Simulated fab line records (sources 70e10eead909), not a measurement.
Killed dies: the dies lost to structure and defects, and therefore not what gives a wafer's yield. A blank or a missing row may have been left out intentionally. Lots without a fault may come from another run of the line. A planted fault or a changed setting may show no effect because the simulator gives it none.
Matching of chambers :: flow nand-harc :: 4 sister chambers for NHARC_P_M1_CMP_23 on cmp-04
The step polishes, t overpolish 20 s, target thk 157.82 nm. 4 wafers are shown with their chamber, then 7 later ones without.

## WAFERS, EACH WITH ITS CHAMBER
wafer: L083.6
chamber: 1
motor-current-A (A): 11.4

wafer: L084.6
chamber: 3
motor-current-A (A): 11.3

wafer: L091.1
chamber: 0
motor-current-A (A): 11.5

wafer: L091.2
chamber: 2
motor-current-A (A): 10.3

## WAFERS MISSING THEIR CHAMBER
wafer: L091.3
motor-current-A (A): 11.9

wafer: L096.3
motor-current-A (A): 11.1

wafer: L096.5
motor-current-A (A): 11.8

wafer: L096.6
motor-current-A (A): 10.2

wafer: L097.1
motor-current-A (A): 11.5

wafer: L097.2
motor-current-A (A): 11.6

wafer: L097.4
motor-current-A (A): 11.5

## CHAMBER TAKEN BY EACH
wafer: L091.3
from the rows above: can't be placed: 0 or 1 or 3
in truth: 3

wafer: L096.3
from the rows above: can't be placed: 3 or 1 or 0
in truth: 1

wafer: L096.5
from the rows above: can't be placed: 0 or 1 or 3
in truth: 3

wafer: L096.6
from the rows above: 2
in truth: 2

wafer: L097.1
from the rows above: can't be placed: 0 or 1 or 3
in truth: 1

wafer: L097.2
from the rows above: can't be placed: 0 or 1 or 3
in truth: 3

wafer: L097.4
from the rows above: can't be placed: 0 or 1 or 3
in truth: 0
Correct placement for 1 of the 7. Can't be placed from these rows: 6 (the true chamber is among the candidates in 6). Number placed wrongly: 0.
How it was worked out, from the rows above alone: a wafer's distance from a chamber is the root of the sum, over the readings, of the square of ((its reading less the chamber's mean) divided by the reading's scatter). The wafer belongs to the nearest chamber; if the next one is less than 2 further off, it can't be placed. The mean given for a chamber averages the wafers shown for that chamber. The scatter: root of mean squared gap, hidden wafer to nearest shown wafer, with one shown wafer a chamber.
